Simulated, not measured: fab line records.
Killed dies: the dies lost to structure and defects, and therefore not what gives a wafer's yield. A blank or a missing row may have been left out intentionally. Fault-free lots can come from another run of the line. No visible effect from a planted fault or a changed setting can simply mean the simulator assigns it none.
Which tool was responsible? | flow n5-finfet | 10 lots, 29 wafers sampled, at 5 steps of a route of 1938

== WHAT THE GAUGES SHOWED, per wafer ==
N5_BEOL_M4_RC_MEAS_101.
lot  | measured     | on        | DIBL_N (mV/V)  | DIBL_P (mV/V)  | IOFF_N (nA/um) | IOFF_P (nA/um) | ION_N (uA/um) | ION_P (uA/um) | RS_PWELL (ohm/sq) | SS_N (mV/dec)  | SS_P (mV/dec)  | VT_N (mV)   | VT_P (mV)
L419 | day 7 20:41  | prober-01 | 35.0 32.8 33.8 | 34.6 32.3 32.1 | 0.13 0.11 0.12 | 0.20 0.17 0.16 | 672 658 665   | 464 457 461   | 3012 3007 3006    | 71.2 70.6 71.6 | 72.7 72.4 72.1 | 250 256 254 | -250 -251 -251
L421 | day 8 00:55  | prober-02 | 36.3 35.1 32.8 | 37.2 36.8 34.1 | 0.17 0.15 0.12 | 0.21 0.19 0.16 | 675 662 672   | 458 454 463   | 3048 3032 3045    | 72.3 71.6 70.7 | 73.5 73.3 72.1 | 249 251 253 | -252 -252 -255
L422 | day 9 02:25  | prober-02 | 33.3 36.6 34.8 | 33.6 37.5 34.4 | 0.12 0.17 0.14 | 0.15 0.20 0.15 | 657 680 656   | 446 458 444   | 2985 2996 2985    | 70.9 72.6 71.8 | 73.0 73.8 73.3 | 253 247 251 | -255 -251 -255
L424 | day 9 03:22  | prober-01 | 38.7 36.1 33.1 | 39.3 35.5 32.3 | 0.21 0.16 0.12 | 0.26 0.19 0.16 | 690 675 662   | 471 459 452   | 3034 3009 3012    | 72.2 72.4 71.2 | 74.5 73.7 72.1 | 245 249 252 | -249 -251 -253
L430 | day 10 14:30 | prober-01 | 38.5 32.9 37.7 | 36.9 30.5 36.0 | 0.16 0.09 0.16 | 0.26 0.17 0.25 | 684 639 674   | 475 447 474   | 3043 3053 3037    | 71.2 70.3 71.4 | 73.7 72.9 73.6 | 248 257 248 | -247 -250 -245
L431 | day 11 07:55 | prober-01 | 34.9 35.5      | 34.8 36.6      | 0.14 0.15      | 0.18 0.20      | 681 666       | 466 456       | 2991 2969         | 71.4 71.6      | 72.5 73.4      | 250 246     | -250 -254
L433 | day 11 07:28 | prober-02 | 36.8 37.0 36.8 | 35.6 36.6 36.4 | 0.16 0.16 0.16 | 0.23 0.25 0.24 | 677 671 685   | 467 471 473   | 3039 3040 3028    | 70.6 71.9 71.2 | 73.3 73.8 72.4 | 249 247 250 | -247 -248 -253
L439 | day 13 05:34 | prober-02 | 37.9 34.8 34.1 | 39.0 35.5 34.3 | 0.20 0.15 0.13 | 0.25 0.19 0.18 | 685 689 664   | 465 469 458   | 3347 3314 3286    | 72.1 71.6 71.3 | 74.5 73.0 73.1 | 248 250 253 | -251 -250 -254
L440 | day 13 02:10 | prober-02 | 35.9 32.9 33.8 | 36.9 32.5 31.9 | 0.17 0.12 0.12 | 0.28 0.19 0.18 | 684 663 656   | 476 462 454   | 3243 3267 3257    | 71.5 70.3 70.8 | 74.2 72.6 72.2 | 249 255 253 | -243 -249 -251
L441 | day 13 18:15 | prober-01 | 37.4 32.9 37.6 | 40.0 33.5 40.5 | 0.21 0.14 0.22 | 0.26 0.17 0.25 | 678 679 692   | 458 467 470   | 3279 3284 3291    | 71.8 71.5 72.8 | 74.5 72.5 74.6 | 242 249 244 | -250 -254 -249

== EACH LOT AND THE TOOL THAT RAN IT (in order: tool; ch and the chambers of the sampled wafers; start) ==
lot  | N5_ZERO_LAYER_STRIP_24              | N5_WELL_APT_DESCUM_30             | N5_WELL_APT_IMPLANT_31         | N5_WELL_APT_EPI_41
L419 | plasma-asher-02 ch 0,1, day 1 12:59 | rie-diel-06 ch 0,2,3, day 1 15:01 | implanter-01 ch 0, day 1 15:09 | epi-rpcvd-02 ch 0, day 1 16:07
L421 | plasma-asher-02 ch 0,1, day 2 01:07 | rie-diel-04 ch 0,1, day 2 03:23   | implanter-01 ch 0, day 2 03:33 | epi-rpcvd-03 ch 0, day 2 04:37
L422 | plasma-asher-02 ch 0,1, day 2 06:55 | rie-diel-04 ch 0,2, day 2 09:08   | implanter-02 ch 0, day 2 09:17 | epi-rpcvd-02 ch 0, day 2 10:20
L424 | plasma-asher-02 ch 0,1, day 2 19:01 | rie-diel-04 ch 1,3, day 3 00:17   | implanter-01 ch 0, day 3 00:25 | epi-rpcvd-04 ch 0, day 3 01:37
L430 | plasma-asher-02 ch 0,1, day 4 06:53 | rie-diel-01 ch 1,3, day 4 09:04   | implanter-01 ch 0, day 4 09:10 | epi-rpcvd-02 ch 0, day 4 10:05
L431 | plasma-asher-01 ch 0,1, day 4 12:56 | rie-diel-06 ch 0,3, day 4 14:50   | implanter-01 ch 0, day 4 15:01 | epi-rpcvd-03 ch 0, day 4 16:14
L433 | plasma-asher-02 ch 0, day 5 01:40   | rie-diel-04 ch 0,2, day 5 03:40   | implanter-02 ch 0, day 5 03:47 | epi-rpcvd-02 ch 0, day 5 04:50
L439 | plasma-asher-01 ch 0,1, day 6 13:07 | rie-diel-04 ch 0,2,3, day 6 15:16 | implanter-02 ch 0, day 6 15:22 | epi-rpcvd-02 ch 0, day 6 16:17
L440 | plasma-asher-01 ch 0,1, day 6 19:01 | rie-diel-01 ch 1,3, day 6 20:55   | implanter-02 ch 0, day 6 21:01 | epi-rpcvd-02 ch 0, day 6 21:55
L441 | plasma-asher-02 ch 0,1, day 7 01:01 | rie-diel-04 ch 0,1,3, day 7 04:14 | implanter-02 ch 0, day 7 04:20 | epi-rpcvd-04 ch 0, day 7 05:16
- N5_ZERO_LAYER_STRIP_24: strips in O2.
- N5_WELL_APT_DESCUM_30: chemistry O2, time 7.9 s.
- N5_WELL_APT_IMPLANT_31
- N5_WELL_APT_EPI_41: deposits Si from SiH4/H2, target thk 50 nm, time 297.7 s.

== WHAT THE TOOLS THEMSELVES READ (means of the sampled wafers that have a number; where no wafer has one, the mark that the record gives instead) ==
N5_ZERO_LAYER_STRIP_24.
lot  | tool            | drypump-motor-current-A (A) | heater-power-w (W) | oes-product-au (a.u.) | strip-time-to-endpoint-s (s)
L419 | plasma-asher-02 | 5.6                         | 383                | 0.642                 | 43.78
L421 | plasma-asher-02 | 5.8                         | 355                | 0.649                 | 43.75
L422 | plasma-asher-02 | 5.6                         | 382                | 0.648                 | 43.89
L424 | plasma-asher-02 | 5.6                         | 378                | 0.648                 | 43.97
L430 | plasma-asher-02 | 5.7                         | 349                | 0.646                 | 43.85
L431 | plasma-asher-01 | 5.7                         | 340                | 0.647                 | 43.85
L433 | plasma-asher-02 | 5.4                         | 408                | 0.646                 | 43.65
L439 | plasma-asher-01 | 5.5                         | 354                | 0.648                 | 43.83
L440 | plasma-asher-01 | 5.8                         | 333                | 0.647                 | 43.86
L441 | plasma-asher-02 | 5.6                         | 383                | 0.643                 | 43.94

N5_WELL_APT_DESCUM_30.
lot  | tool        | drypump-motor-current-A (A) | oes-product-au (a.u.) | rf-vpp-V (V) | showerhead-plenum-p-Torr (Torr) | throttle-valve-pct (%)
L419 | rie-diel-06 | 5.7                         | 0.91                  | 242.6        | 2.09                            | 20.1
L421 | rie-diel-04 | 5.9                         | 0.71                  | 244.3        | 2.14                            | 20.3
L422 | rie-diel-04 | 5.7                         | 0.74                  | 243.9        | 2.14                            | 20.0
L424 | rie-diel-04 | 5.9                         | 0.82                  | 242.2        | 2.07                            | 20.2
L430 | rie-diel-01 | 5.5                         | 0.86                  | 243.7        | 2.16                            | 20.6
L431 | rie-diel-06 | 5.8                         | 0.87                  | 243.2        | 2.08                            | 19.9
L433 | rie-diel-04 | 5.7                         | 0.80                  | 243.8        | 2.14                            | 20.0
L439 | rie-diel-04 | 6.0                         | 0.81                  | 244.0        | 2.10                            | 20.1
L440 | rie-diel-01 | 5.6                         | 0.78                  | 243.4        | 2.17                            | 20.8
L441 | rie-diel-04 | 5.9                         | 0.80                  | 242.4        | 2.09                            | 20.3

N5_WELL_APT_IMPLANT_31.
lot  | tool         | beam-energy-keV
L419 | implanter-01 | 60.020
L421 | implanter-01 | 60.006
L422 | implanter-02 | 59.981
L424 | implanter-01 | 60.017
L430 | implanter-01 | 59.989
L431 | implanter-01 | 60.005
L433 | implanter-02 | 60.005
L439 | implanter-02 | 48.596
L440 | implanter-02 | 48.596
L441 | implanter-02 | 48.582

N5_WELL_APT_EPI_41.
lot  | tool         | lamp-inner-pct (%) | throttle-valve-pct (%)
L419 | epi-rpcvd-02 | 13.1               | 10.70
L421 | epi-rpcvd-03 | 15.4               | 10.34
L422 | epi-rpcvd-02 | 13.1               | 10.81
L424 | epi-rpcvd-04 | 15.6               | 11.11
L430 | epi-rpcvd-02 | 13.0               | 10.73
L431 | epi-rpcvd-03 | 15.6               | 10.38
L433 | epi-rpcvd-02 | 13.1               | 10.60
L439 | epi-rpcvd-02 | 13.1               | 10.66
L440 | epi-rpcvd-02 | 13.0               | 10.71
L441 | epi-rpcvd-04 | 15.5               | 11.04

== THE ANSWER, worked out from the rows above alone ==
Rule: usual is defined by the lots themselves. The widest of any qualifying gaps counts: lots, ordered by their means at a reading, are off when they make up no more than a third of the lots, leave a main group of 4 or more, and stand apart from it by 3 or more times the standard deviation of that group's means. Not used: any main group whose means are identical at the precision the tables above print for the reading. A lot without any number at a reading at which 4 lots or more have one is off too. All remaining lots with rows at the step are treated as sound. The gauges are gone through in route order, then the tools' own readings, and for those a lot's mean is taken as printed above. The first step at which some lot is off is used, and at that step the reading that is off furthest; a lot without a number counts as furthest.
Off: L439, L440, L441, seen at N5_BEOL_M4_RC_MEAS_101 (RS_PWELL). For the main group the mean is 3017 ohm/sq and the standard deviation 24.
If a tool, at a process step before that reading, ran all the lots that are off and no sound lot after the first of them, it fits. The gauges at N5_BEOL_M4_RC_MEAS_101 aren't tried: what is off there is off at N5_WELL_APT_IMPLANT_31 too, on other tools, and a gauge's error can't cause that. One candidate fits, namely implanter-02 at N5_WELL_APT_IMPLANT_31. Its last sound lot is L433 (day 5 03:47), its first lot that is off L439 (day 6 15:22): a fault that began between those two fits.
The tool's own readings at N5_WELL_APT_IMPLANT_31 bear it out: on the lots that are off they differ by more than 5 times the standard deviation of the sound lots' means. beam-energy-keV reads 48.591 there against 60.003 on the sound lots.

== WHAT THE SIMULATOR HAD PUT IN ==
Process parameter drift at N5_WELL_APT_IMPLANT_31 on implanter-02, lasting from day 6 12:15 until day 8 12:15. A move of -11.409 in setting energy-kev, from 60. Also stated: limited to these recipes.
Struck lots among those shown: L440, L439, L441. Same finding as the rule above.
